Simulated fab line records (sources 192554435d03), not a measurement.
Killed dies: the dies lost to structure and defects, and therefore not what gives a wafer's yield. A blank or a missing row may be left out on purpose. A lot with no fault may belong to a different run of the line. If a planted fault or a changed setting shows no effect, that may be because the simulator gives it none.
A lot that was struck, set against a sound lot ; flow n5-finfet ; 20 out of 1938 route steps
Sound: the wafers L797.2, L797.3, L797.4. Wafers L801.1, L801.2, L801.4 were the ones struck. Last of all comes the cause.
Per side, at each step with rows, come the tool, then ch with its chambers, and then its first start. Under that, the readings that differ: sound wafers ; struck wafers ; difference of the means ; sigmas: that difference in standard deviations of wafers without a fault.
alike: readings whose means differ by less than 2 such deviations, and words and numbers that are the same on both sides. not compared: withheld readings, readings that some wafer has no value for, bounds like >300 that may hide the same value, and numbers for which the record gives no deviation and whose values overlap.
Wherever a step has rows on one side only, a row that says differs or no value, or a row with sigmas, the two part there. Numbers that don't overlap but have no deviation are shown without sigmas and don't part them. A reading missing from all wafers of one side parts the sides only when that side holds two or more wafers.

N5_FIN_SAQP_CD_MEAS_37: target cd 8 nm.
  sound: cd-sem-03 at day 5 04:15; struck: cd-sem-02 at day 6 02:25
  alike: cd-nm
then, 3 steps without rows for these wafers: N5_FIN_SAQP_PRECLEAN_38 (cleans in O3/DIW, time 45 s); N5_FIN_SAQP_PRECLEAN_45 (cleans in dHF, time 10 s); N5_FIN_SAQP_SRD_39 (time 30 s).
N5_FIN_SAQP_OCD_MEAS_76:
  sound: ocd-02 at day 5 04:23; struck: ocd-02 at day 6 02:31
  alike: trench-depth-nm
N5_FIN_SAQP_INSPECT_40: inspects for defects (brightfield).
  sound: defect-inspect-02 at day 5 04:25; struck: defect-inspect-02 at day 6 02:32
  alike: raw-defect-count
then, 6 steps without rows for these wafers: N5_FIN_CUT_COAT_18 (time 60 s, resist thk 230 nm); N5_FIN_CUT_COAT_19 (time 60 s, resist thk 20 nm); N5_FIN_CUT_COAT_29 (time 60 s, resist thk 10 nm); N5_FIN_CUT_COAT_02 (resist thk 30 nm); N5_FIN_CUT_EBR_04; N5_FIN_CUT_SOFTBAKE_03 (time 60 s).
N5_FIN_CUT_EXPOSE_05: exposes mask FIN CUT.
  sound on euv-scanner-01 ch 0, day 5 04:35; struck on euv-scanner-01 ch 0, day 6 02:50
reading;sound;struck;difference;sigmas
model.FIN_CUT.overlay-x-nm (nm);0.2 0.2 0.2;12.4 12.4 12.4;+12.2;
  alike: mask
then, 2 steps without rows for these wafers: N5_FIN_CUT_PEB_06 (peb time 60 s); N5_FIN_CUT_DEVELOP_07 (develop time 30 s).
N5_FIN_CUT_CD_MEAS_08: target cd 29.1 nm.
  sound on cd-sem-02 ch 0, day 5 04:43; struck on cd-sem-01 ch 0, day 6 02:58
  alike: cd-nm
N5_FIN_CUT_OVL_MEAS_09:
  sound on overlay-02 ch 0, day 5 04:45; struck on overlay-01 ch 0, day 6 03:00
reading;sound;struck;difference;sigmas
FIN_CUT_OVL (nm);0.4 -0.2 0.7;13.4 12.8 13.4;+12.9;+21
N5_FIN_CUT_INSPECT_10: inspects for defects (brightfield).
  sound: defect-inspect-01 at day 5 04:49; struck: defect-inspect-02 at day 6 03:04
  alike: raw-defect-count
-- record jumps: 6 days separate the struck wafers' starts on either side; left off in module FIN_CUT, taken up again in module BEOL_M4, whose first shown step is the route's number 1111 --
N5_BEOL_M4_RC_MEAS_101:
  sound on prober-01 ch 0, day 11 09:35; struck on prober-01 ch 0, day 12 12:07
  alike: DIBL_N, DIBL_P, IOFF_N, IOFF_P, ION_N, ION_P, SS_N, SS_P, VT_N, VT_P
-- the record jumps here: 5 days lie between the struck wafers' starts before and after (it left off in module BEOL_M4 and takes up again in module PASSIVATION, whose first step shown is number 1936 of the route) --
N5_PASSIVATION_PROBE_49:
  sound: prober-01 at day 15 15:02; struck: prober-02 at day 17 06:12
reading;sound;struck;difference;sigmas
sort_bin_6_memory (%);4.7 4.2 3.8;2.8 3.1 2.2;-1.5;-2
sort_bin_8_speed (%);1.86 0 0;0 0 0;-1;-4
sort-n-pass;1036 1061 1063;1086 1089 1104;+40;+2
sort-yield-pct (%);87.8 89.9 90.1;92.0 92.3 93.6;+3.4;+2
  alike: defect-limited-yield, killed_at_M0_to_M3, killed_at_M4_up, killed-at-contacts, killed-at-front-end, killed-at-other, killed-dies, killed-open, killed-short, sort_bin_4_leakage, sort_bin_5_function

== WHERE THEY PART ==
At N5_FIN_CUT_OVL_MEAS_09 first; at N5_PASSIVATION_PROBE_49 last (within this record only).

WHY: the cause the simulator had injected
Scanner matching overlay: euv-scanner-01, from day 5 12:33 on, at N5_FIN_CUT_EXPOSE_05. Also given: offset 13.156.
